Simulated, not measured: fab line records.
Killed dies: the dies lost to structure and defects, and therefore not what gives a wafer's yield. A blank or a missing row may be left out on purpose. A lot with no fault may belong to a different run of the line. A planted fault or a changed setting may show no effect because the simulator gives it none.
fab line records	flow n5-finfet
[record] lots = 4	wafers = 12	last-day = 16
route steps=1938 shown FIN_SAQP@127 BEOL_M4@1111 PASSIVATION@1936
lots with no fault: from the same line, run without faults
start-h: hours from the record's first day to the start of the lot's first wafer shown	wait-h: time in hours since the lot's previous step	" unchanged from the row above	L1.1+2: a row that stands for several wafers	- no value present, or no start provided	* or withheld: withheld	< > ~ a bound
route shown NAME@n: NAME is a module with steps in the file, n the number in the route of the first one	usual: the fault-free wafers' mean and standard deviation	same: alike in all rows	chamber/n: place in a boat	sites: readings site by site	_std_site: the values' standard deviation	_edge_site: mean of outer sites minus mean of inner sites	radius-mm: for every site, how far away it sits from the centre of the wafer	mask NAME#n: copy n	behind: tool/chamber where the wafer was last shaped	hold: what put the lot on hold/how long, in hours/how the hold closed	device: names the non-switching transistor (n, p or np)	end of line: the route-end tests of the same wafers	for a step that has no rows: nothing shown but its recipe	killed: not the wafer's yield, but the dies lost to structure and defects at the first sort	map: per-die view of a wafer (x killed, . not killed, _ where there is no die)
set.NAME: the setting as run; set.NAME@STEP: as run at that earlier step	model.NAME: the simulator's own value behind a step, which no gauge read
a table for each step, a row for each wafer; lots at some steps of the route
services: from which hour (start-h, from the record's first day; less than 0 if before it) a tool's chamber was out of use, for how many hours, and why
[[steps]]
[step N5_FIN_SAQP_MANDREL1_REMOVE_56]
[recipe] chemistry = HBr/Cl2/O2	bt-time-s = 10	target = a-Si	stop-on = SiNx	endpoint = OES-SiCl	over-etch-frac = 1	icp-w = 600	bias-w = 22	HBr_flow_sccm = 150	Cl2_flow_sccm = 80	O2_flow_sccm = 5	pressure-mtorr = 10
[step N5_FIN_SAQP_ETCH_57]
[recipe] chemistry = CH3F/O2	target = SiNx	mask-material = SiO2	target-depth-a = 325	time-s = 46.4	pressure-mtorr = 30	source-w = 395	bias-w = 73	Ar_flow_sccm = 150	CH3F_flow_sccm = 30	O2_flow_sccm = 20	ion-energy-ev = 120	ends = cleared
[step N5_FIN_SAQP_ETCH_65]
[recipe] chemistry = CF4	target = SiO2	target-depth-a = 40	ion-energy-ev = 350	time-s = 4.4	pressure-mtorr = 10	icp-w = 800	bias-w = 400	cf4-flow-sccm = 80
[step N5_FIN_SAQP_MANDREL_ETCH_58]
[recipe] chemistry = HBr/Cl2	target = a-Si	target-depth-a = 450	bt-time-s = 10	stop-on = SiNx	mask-material = SiO2	over-etch-frac = 0.8	time-s = 27	pressure-mtorr = 10	icp-w = 800	bias-w = 75	HBr_flow_sccm = 150	Cl2_flow_sccm = 80	ends = end-point
[step N5_FIN_SAQP_RECESS_63]
[recipe] chemistry = HF/NH3	target = SiO2	target-depth-a = 180	afs-cycles = 3	temp-c = 30	sublimation-temp-c = 180	sublimation-time-s = 60
[step N5_FIN_SAQP_COAT_68]
[recipe] resist = SOC	temp-c = 250	time-s = 60	spin-rpm = 1500	resist-thk-nm = 100
[step N5_FIN_SAQP_ETCH_69]
[recipe] chemistry = N2/H2	target = SOC	target-depth-a = 1500	stop-on = SiNx	ion-energy-ev = 100	bias-w = 61	pressure-mtorr = 30	source-w = 850	n2-flow-sccm = 200	h2-flow-sccm = 200
[step N5_FIN_SAQP_ETCH_67]
[recipe] chemistry = CH3F/O2	target = SiNx	target-depth-a = 300	mask-material = SOC	pressure-mtorr = 30	source-w = 395	bias-w = 73	Ar_flow_sccm = 150	CH3F_flow_sccm = 30	O2_flow_sccm = 20	ion-energy-ev = 120
[step N5_FIN_SAQP_STRIP_70]
[recipe] chemistry = N2/H2	power-w = 500	temp-c = 40	pressure-mtorr = 50	rf-frequency-hz = 6e+07	overash-fraction = 0.3	bias-power-w = 28	h2-frac = 0.5	n2-flow-sccm = 300	h2-flow-sccm = 300
[step N5_FIN_SAQP_RECESS_71]
[recipe] chemistry = HF/NH3	target = SiO2	target-depth-a = 30	afs-cycles = 1	temp-c = 30	sublimation-temp-c = 180	sublimation-time-s = 60
[step N5_FIN_SAQP_SPACER2_ALD_28]
[recipe] material = SiO2	target-thk-a = 81	temp-c = 300	ald-precursor-family = BDEAS	ald-co-reactant = O2-plasma	pulse-time-s = 1	purge-time-s = 2	co-reactant-purge-time-s = 2	pressure-torr = 2
[step N5_FIN_SAQP_SPACER2_ETCHBACK_29]
[recipe] chemistry = CHF3/O2	mode = anisotropic-etchback	target = SiO2	target-depth-a = 122	time-s = 6.1	pressure-mtorr = 30	source-w = 650	bias-w = 170	Ar_flow_sccm = 200	CHF3_flow_sccm = 50	O2_flow_sccm = 5	ion-energy-ev = 200
[usual] CHF3_flow_sccm = 49.99/0.14	O2_flow_sccm = 5.001/0.016	drypump-motor-current-A = 5.7/0.59	oes-product-au = 0.76/0.074	rf-vpp-V = 531/14	showerhead-plenum-p-Torr = 2.41/0.084	throttle-valve-pct = 19.0/0.31
lot.wafer	tool	chamber	start-h	wait-h	CHF3_flow_sccm	O2_flow_sccm	drypump-motor-current-A	oes-product-au	rf-hours-counter-h	rf-vpp-V	showerhead-plenum-p-Torr	throttle-valve-pct	model.SiO2_of_FIN_SAQP_SPACER2_ALD_28.thk-nm
L848.1	rie-diel-05	1	68.08	0.3	49.90	4.998	5.3	0.71	212	525	2.28	19.2	0
L848.4	"	0	"	"	49.97	5.031	4.8	0.72	200	529	2.31	19.2	0
L848.6	"	3	"	"	50.02	4.999	6.3	0.71	-	541	2.47	19.0	0
L854.2	rie-diel-06	3	103.37	0.3	-	-	-	-	-	-	-	-	8.2
L854.4	"	1	"	"	-	-	-	-	-	-	-	-	8
L854.5	"	2	"	"	-	-	-	-	-	-	-	-	8
L855.2	rie-diel-05	1	109.91	0.2	-	-	-	-	-	-	-	-	8
L855.4	"	0	"	"	-	-	-	-	-	-	-	-	8.2
L855.6	"	2	"	"	-	-	-	-	-	-	-	-	8.2
L862.2	rie-diel-04	0	151.64	0.4	49.74	5.010	6.7	0.74	172	548	2.50	18.9	0
L862.5	"	0	"	"	49.74	4.968	6.7	0.75	-	549	2.50	18.9	0
L862.6	"	3	"	"	49.94	4.999	6.2	0.77	-	539	2.35	19.3	0
[step N5_FIN_SAQP_MANDREL2_REMOVE_60]
[recipe] chemistry = HBr/Cl2/O2	bt-time-s = 10	target = a-Si	stop-on = SiNx	endpoint = OES-SiCl	over-etch-frac = 1	icp-w = 600	bias-w = 22	HBr_flow_sccm = 150	Cl2_flow_sccm = 80	O2_flow_sccm = 5	pressure-mtorr = 10
[usual] drypump-motor-current-A = 5.6/0.32	oes-product-au = 0.997/0.016	throttle-valve-pct = 36.7/0.4
lot.wafer	tool	chamber	start-h	wait-h	drypump-motor-current-A	oes-product-au	rf-hours-counter-h	throttle-valve-pct
L848.1	rie-si-06	0	68.16	0.1	6.0	1.008	18	37.0
L848.4	"	2	"	"	5.5	0.995	114	36.0
L848.6	"	0	"	"	6.0	1.014	-	37.0
L854.2	rie-si-05	1	103.46	0.1	5.6	0.372	82	37.2
L854.4	"	3	"	"	5.4	0.365	107	36.5
L854.5	"	1	"	"	5.6	0.370	-	37.2
L855.2	rie-si-05	3	109.99	0.1	5.3	0.365	107	36.5
L855.4	"	0	"	"	6.0	0.372	89	37.1
L855.6	"	3	"	"	5.3	0.363	-	36.6
L862.2	rie-si-06	0	151.72	0.1	6.0	1.013	20	37.0
L862.5	"	3	"	"	4.9	1.015	-	36.8
L862.6	"	0	"	"	6.0	1.011	-	37.0
[step N5_FIN_SAQP_CD_MEAS_31]
[recipe] target-cd-nm = 8	landing-energy-ev = 1000	detector = se-inlens	polarity = line
[usual] cd-nm = 8.17/0.22
lot.wafer	tool	chamber	start-h	wait-h	cd-nm
L848.1	cd-sem-02	0	68.27	0.1	8.47
L848.4	"	0	"	"	8.07
L848.6	"	0	"	"	8.15
L854.2	cd-sem-01	0	103.57	0.1	-
L854.4	"	0	"	"	-
L854.5	"	0	"	"	-
L855.2	cd-sem-02	0	110.11	0.1	-
L855.4	"	0	"	"	-
L855.6	"	0	"	"	-
L862.2	cd-sem-02	0	151.83	0.1	8.43
L862.5	"	0	"	"	8.07
L862.6	"	0	"	"	8.67
[step N5_FIN_SAQP_HM_OPEN_33]
[recipe] chemistry = CH3F/O2	target = SiNx	mask-material = SiO2	target-depth-a = 494	time-s = 70.6	pressure-mtorr = 30	source-w = 395	bias-w = 73	Ar_flow_sccm = 150	CH3F_flow_sccm = 30	O2_flow_sccm = 20	ion-energy-ev = 120	ends = cleared
[usual] drypump-motor-current-A = 5.7/0.59	etch-rf-on-time-s = 68.9/1.6	oes-product-au = 0.64/0.057	rf-vpp-V = 302/7.7	showerhead-plenum-p-Torr = 2.00/0.076	throttle-valve-pct = 16.46/0.28
lot.wafer	tool	chamber	start-h	wait-h	drypump-motor-current-A	etch-rf-on-time-s	oes-product-au	rf-hours-counter-h	rf-vpp-V	showerhead-plenum-p-Torr	throttle-valve-pct
L848.1	rie-diel-05	2	68.37	0.1	5.3	67.3	0.81	7	295	2.02	15.75
L848.4	"	3	"	"	6.3	67.5	0.62	227	308	2.05	16.50
L848.6	"	0	"	"	4.8	66.8	0.61	-	301	1.92	16.62
L854.2	rie-diel-04	2	103.64	0.1	5.6	176.5	0.25	229	308	1.95	16.44
L854.4	"	0	"	"	6.7	176.5	0.29	158	312	2.08	16.27
L854.5	"	0	"	"	6.7	176.5	0.29	-	310	2.08	16.29
L855.2	rie-diel-04	3	110.15	0.0	6.2	176.5	0.30	97	303	1.95	16.60
L855.4	"	1	"	"	5.9	176.5	0.27	209	291	2.07	16.92
L855.6	"	2	"	"	5.6	176.5	0.25	-	308	1.95	16.44
L862.2	rie-diel-06	1	151.88	0.0	4.8	70.1	0.61	197	288	1.97	16.45
L862.5	"	1	"	"	4.8	71.3	0.60	-	288	1.97	16.46
L862.6	"	2	"	"	5.1	69.8	0.69	-	307	2.14	16.16
[step N5_FIN_SAQP_ETCH_34]
[recipe] chemistry = C4F6/O2	target = SiO2	target-depth-a = 450	time-s = 15	ion-energy-ev = 250	pressure-mtorr = 30	source-w = 345	bias-w = 185	Ar_flow_sccm = 300	C4F6_flow_sccm = 10	O2_flow_sccm = 10	ends = cleared
[step N5_BEOL_M4_RC_MEAS_101]
[usual] DIBL_N = 36.8/2.2	DIBL_P = 37.0/2.8	IOFF_N = 0.18/0.043	IOFF_P = 0.23/0.05	ION_N = 680/14	ION_P = 466/9.1	SS_N = 71.7/0.74	SS_P = 73.5/0.79	VT_N = 248/4	VT_P = -249/4.1
lot.wafer	tool	chamber	start-h	wait-h	DIBL_N[mV/V]	DIBL_P[mV/V]	IOFF_N[nA/um]	IOFF_P[nA/um]	ION_N[uA/um]	ION_P[uA/um]	SS_N[mV/dec]	SS_P[mV/dec]	VT_N[mV]	VT_P[mV]
L848.1	prober-02	0	203.33	0.0	37.4	36.4	0.17	0.24	682	468	72.3	73.7	250	-248
L848.4	"	0	"	"	37.2	36.4	0.16	0.23	680	468	71.4	73.6	247	-246
L848.6	"	0	"	"	34.5	33.6	0.12	0.18	671	466	71.1	72.3	253	-253
L862.2	prober-01	0	291.65	0.2	38.2	36.8	0.20	0.21	685	460	73.4	73.5	249	-253
L862.5	"	0	"	"	39.9	39.7	0.23	0.27	689	469	73.1	74.4	244	-247
L862.6	"	0	"	"	35.9	35.6	0.16	0.20	680	461	71.6	73.0	252	-253
[step N5_PASSIVATION_PROBE_49]
[usual] defect-limited-yield = 91.4/1.5	killed_at_M0_to_M3 = 36/11	killed_at_M4_up = 14/6	killed-at-contacts = 11/6	killed-at-front-end = 37/11	killed-at-other = 4/3.4	killed-dies = 102/18	killed-on-rim = 13/3.5	killed-open = 66/13	killed-short = 34/7.8	sort_bin_5_function = 5.0/0.97	sort_bin_6_memory = 3.2/0.7	sort-n-pass = 1078/19	sort-yield-pct = 91.3/1.6
[same] gross-dies = 1180	killed-at-back-side = 0	sort_bin_4_leakage[%] = 0	sort_bin_8_speed[%] = 0
lot.wafer	tool	chamber	start-h	wait-h	defect-limited-yield[%]	killed_at_M0_to_M3	killed_at_M4_up	killed-at-contacts	killed-at-front-end	killed-at-other	killed-dies	killed-on-rim	killed-open	killed-short	sort_bin_5_function[%]	sort_bin_6_memory[%]	sort-n-pass	sort-yield-pct[%]
L854.2	prober-02	-	349.87	0.9	0	50	7	2	1119	2	1180	152	71	36	96.4	3.2	0	0
L854.4	prober-02	-	349.97	1.0	0	37	16	7	1120	0	1180	152	69	42	95.8	3.6	0	0
L854.5	prober-02	-	350.02	1.1	0	40	7	12	1120	1	1180	152	68	41	96.0	3.8	0	0
L855.2	prober-02	-	359.26	0.5	0	43	10	10	1116	1	1180	152	50	36	96.5	3.1	0	0
L855.4	prober-02	-	359.36	0.6	0	48	20	11	1101	0	1180	152	68	28	96.4	3.5	0	0
L855.6	prober-02	-	359.46	0.7	0	46	21	12	1099	2	1180	152	78	31	95.7	4.0	0	0
// killed by level:class
L854.2 FIN_SAQP:area-etchback=1073 BEOL_M0_SAQP:geometric-particle:open=15 BEOL_M1:geometric-particle:open=14 STI_FIN_REVEAL:geometric-particle:open=13 BEOL_M0_SAQP:geometric-particle:short=9 FIN_SAQP:geometric-particle:short=7 FIN_SAQP:geometric-particle:open=5 DUMMY_GATE:geometric-particle:open=5
L854.4 FIN_SAQP:area-etchback=1069 FIN_SAQP:geometric-particle:open=12 BEOL_M0_SAQP:geometric-particle:open=11 STI_FIN_REVEAL:geometric-particle:open=10 BEOL_M1:geometric-particle:open=9 BEOL_M4:geometric-particle:open=8 BEOL_M0_SAQP:geometric-particle:short=8 FIN_SAQP:geometric-particle:short=7
L854.5 FIN_SAQP:area-etchback=1071 BEOL_M1:geometric-particle:open=14 DUMMY_GATE:geometric-particle:open=13 FIN_SAQP:geometric-particle:short=9 STI_FIN_REVEAL:geometric-particle:open=7 BEOL_M0_SAQP:geometric-particle:short=7 BEOL_M2:geometric-particle:open=6 MOL_CONTACT_COAG:geometric-particle:short=6
L855.2 FIN_SAQP:area-etchback=1093 BEOL_M0_SAQP:geometric-particle:open=15 BEOL_M0_SAQP:geometric-particle:short=11 BEOL_M2:geometric-particle:open=9 GATE_CUT:geometric-particle:short=8 MOL_CONTACT_COAG:geometric-particle:open=6 GATE_CUT:geometric-particle:open=4 MOL_CONTACT_COAG:geometric-particle:short=3
L855.4 FIN_SAQP:area-etchback=1082 BEOL_M0_SAQP:geometric-particle:open=17 BEOL_M0_SAQP:geometric-particle:short=14 MOL_CONTACT_COAG:geometric-particle:open=9 BEOL_M2:geometric-particle:open=7 BEOL_M4:geometric-particle:open=7 DUMMY_GATE:geometric-particle:open=4 GATE_CUT:geometric-particle:open=3
L855.6 FIN_SAQP:area-etchback=1068 BEOL_M0_SAQP:geometric-particle:open=14 BEOL_M3:geometric-particle:open=9 MOL_CONTACT_COAG:geometric-particle:open=8 BEOL_M0_SAQP:geometric-particle:short=8 BEOL_M2:geometric-particle:open=7 BEOL_M4:geometric-particle:open=6 BEOL_M5:geometric-particle:open=6
// map L854.2 (x killed, . not)
_________________xxxxxxxxxxxx________________
______________xxxxxxxxxxxxxxxxxx_____________
___________xxxxxxxxxxxxxxxxxxxxxxxx__________
__________xxxxxxxxxxxxxxxxxxxxxxxxxx_________
________xxxxxxxxxxxxxxxxxxxxxxxxxxxxxx_______
_______xxxxxxxxxxxxxxxxxxxxxxxxxxxxxxxx______
______xxxxxxxxxxxxxxxxxxxxxxxxxxxxxxxxxx_____
_____xxxxxxxxxxxxxxxxxxxxxxxxxxxxxxxxxxxx____
____xxxxxxxxxxxxxxxxxxxxxxxxxxxxxxxxxxxxxx___
___xxxxxxxxxxxxxxxxxxxxxxxxxxxxxxxxxxxxxxxx__
___xxxxxxxxxxxxxxxxxxxxxxxxxxxxxxxxxxxxxxxx__
__xxxxxxxxxxxxxxxxxxxxxxxxxxxxxxxxxxxxxxxxxx_
__xxxxxxxxxxxxxxxxxxxxxxxxxxxxxxxxxxxxxxxxxx_
_xxxxxxxxxxxxxxxxxxxxxxxxxxxxxxxxxxxxxxxxxxxx
_xxxxxxxxxxxxxxxxxxxxxxxxxxxxxxxxxxxxxxxxxxxx
_xxxxxxxxxxxxxxxxxxxxxxxxxxxxxxxxxxxxxxxxxxxx
_xxxxxxxxxxxxxxxxxxxxxxxxxxxxxxxxxxxxxxxxxxxx
_xxxxxxxxxxxxxxxxxxxxxxxxxxxxxxxxxxxxxxxxxxxx
_xxxxxxxxxxxxxxxxxxxxxxxxxxxxxxxxxxxxxxxxxxxx
_xxxxxxxxxxxxxxxxxxxxxxxxxxxxxxxxxxxxxxxxxxxx
_xxxxxxxxxxxxxxxxxxxxxxxxxxxxxxxxxxxxxxxxxxxx
__xxxxxxxxxxxxxxxxxxxxxxxxxxxxxxxxxxxxxxxxxx_
__xxxxxxxxxxxxxxxxxxxxxxxxxxxxxxxxxxxxxxxxxx_
___xxxxxxxxxxxxxxxxxxxxxxxxxxxxxxxxxxxxxxxx__
___xxxxxxxxxxxxxxxxxxxxxxxxxxxxxxxxxxxxxxxx__
____xxxxxxxxxxxxxxxxxxxxxxxxxxxxxxxxxxxxxx___
_____xxxxxxxxxxxxxxxxxxxxxxxxxxxxxxxxxxxx____
______xxxxxxxxxxxxxxxxxxxxxxxxxxxxxxxxxx_____
_______xxxxxxxxxxxxxxxxxxxxxxxxxxxxxxxx______
________xxxxxxxxxxxxxxxxxxxxxxxxxxxxxx_______
__________xxxxxxxxxxxxxxxxxxxxxxxxxx_________
___________xxxxxxxxxxxxxxxxxxxxxxxx__________
______________xxxxxxxxxxxxxxxxxx_____________
_________________xxxxxxxxxxxx________________
// map L855.2 (x killed, . not)
_________________xxxxxxxxxxxx________________
______________xxxxxxxxxxxxxxxxxx_____________
___________xxxxxxxxxxxxxxxxxxxxxxxx__________
__________xxxxxxxxxxxxxxxxxxxxxxxxxx_________
________xxxxxxxxxxxxxxxxxxxxxxxxxxxxxx_______
_______xxxxxxxxxxxxxxxxxxxxxxxxxxxxxxxx______
______xxxxxxxxxxxxxxxxxxxxxxxxxxxxxxxxxx_____
_____xxxxxxxxxxxxxxxxxxxxxxxxxxxxxxxxxxxx____
____xxxxxxxxxxxxxxxxxxxxxxxxxxxxxxxxxxxxxx___
___xxxxxxxxxxxxxxxxxxxxxxxxxxxxxxxxxxxxxxxx__
___xxxxxxxxxxxxxxxxxxxxxxxxxxxxxxxxxxxxxxxx__
__xxxxxxxxxxxxxxxxxxxxxxxxxxxxxxxxxxxxxxxxxx_
__xxxxxxxxxxxxxxxxxxxxxxxxxxxxxxxxxxxxxxxxxx_
_xxxxxxxxxxxxxxxxxxxxxxxxxxxxxxxxxxxxxxxxxxxx
_xxxxxxxxxxxxxxxxxxxxxxxxxxxxxxxxxxxxxxxxxxxx
_xxxxxxxxxxxxxxxxxxxxxxxxxxxxxxxxxxxxxxxxxxxx
_xxxxxxxxxxxxxxxxxxxxxxxxxxxxxxxxxxxxxxxxxxxx
_xxxxxxxxxxxxxxxxxxxxxxxxxxxxxxxxxxxxxxxxxxxx
_xxxxxxxxxxxxxxxxxxxxxxxxxxxxxxxxxxxxxxxxxxxx
_xxxxxxxxxxxxxxxxxxxxxxxxxxxxxxxxxxxxxxxxxxxx
_xxxxxxxxxxxxxxxxxxxxxxxxxxxxxxxxxxxxxxxxxxxx
__xxxxxxxxxxxxxxxxxxxxxxxxxxxxxxxxxxxxxxxxxx_
__xxxxxxxxxxxxxxxxxxxxxxxxxxxxxxxxxxxxxxxxxx_
___xxxxxxxxxxxxxxxxxxxxxxxxxxxxxxxxxxxxxxxx__
___xxxxxxxxxxxxxxxxxxxxxxxxxxxxxxxxxxxxxxxx__
____xxxxxxxxxxxxxxxxxxxxxxxxxxxxxxxxxxxxxx___
_____xxxxxxxxxxxxxxxxxxxxxxxxxxxxxxxxxxxx____
______xxxxxxxxxxxxxxxxxxxxxxxxxxxxxxxxxx_____
_______xxxxxxxxxxxxxxxxxxxxxxxxxxxxxxxx______
________xxxxxxxxxxxxxxxxxxxxxxxxxxxxxx_______
__________xxxxxxxxxxxxxxxxxxxxxxxxxx_________
___________xxxxxxxxxxxxxxxxxxxxxxxx__________
______________xxxxxxxxxxxxxxxxxx_____________
_________________xxxxxxxxxxxx________________
[[services]]
tool	chamber	start-h	hours	kind
rie-diel-05	-	61.60	0.2	repair
rie-si-05	-	64.11	0.3	repair
rie-si-05	-	69.10	0.4	repair
rie-si-05	0	88.62	8.0	repair
rie-si-06	2	119.28	4.6	repair
rie-diel-05	3	133.54	-	clean
rie-diel-05	3	133.54	-	consumable-replace:focus-ring
rie-diel-05	3	133.54	18.2	scheduled-down
rie-diel-05	3	133.54	18.2	vent-cycle
rie-diel-04	0	138.65	5.3	repair
rie-diel-06	0	147.08	5.7	repair
[[key]]
[first-sign] step = N5_FIN_SAQP_SPACER2_ETCHBACK_29	reading = tool-record	direction = missing
[effect] step = N5_FIN_SAQP_MANDREL2_REMOVE_60	reading = oes-product-au	direction = down	sigmas = 39	usual = 0.997	struck = 0.368
[effect] step = N5_FIN_SAQP_CD_MEAS_31	reading = cd-nm	direction = missing
[effect] step = N5_FIN_SAQP_HM_OPEN_33	reading = etch-rf-on-time-s	direction = up	sigmas = 69	usual = *	struck = *
[effect] step = N5_PASSIVATION_PROBE_49	reading = killed-at-front-end	direction = up	sigmas = 94	usual = 37	struck = 1112
[model-effect] step = N5_FIN_SAQP_SPACER2_ETCHBACK_29	value = SiO2_of_FIN_SAQP_SPACER2_ALD_28.thk-nm	without = 0	struck = 8.1
[more-kills-born-at] N5_FIN_SAQP_SPACER2_ETCHBACK_29@rie-diel-05 = 3227	N5_FIN_SAQP_SPACER2_ETCHBACK_29@rie-diel-06 = 3213
met-at N5_FIN_SAQP_SPACER2_ETCHBACK_29
struck-wafers L854.2,L854.4,L854.5,L855.2,L855.4,L855.6
later-rows-left-out L854.2,L854.4,L854.5,L855.2,L855.4,L855.6
onset-between 68.08 103.37
[fault] kind = skipped-step-whole	tool = rie-diel-05,rie-diel-06	chamber = -	onset-h = 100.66	steps = N5_FIN_SAQP_SPACER2_ETCHBACK_29	scope = struck-lots-only
// later-rows-left-out: the simulator's readings of these wafers behind a module that went badly wrong aren't trusted and aren't shown, but for the sort
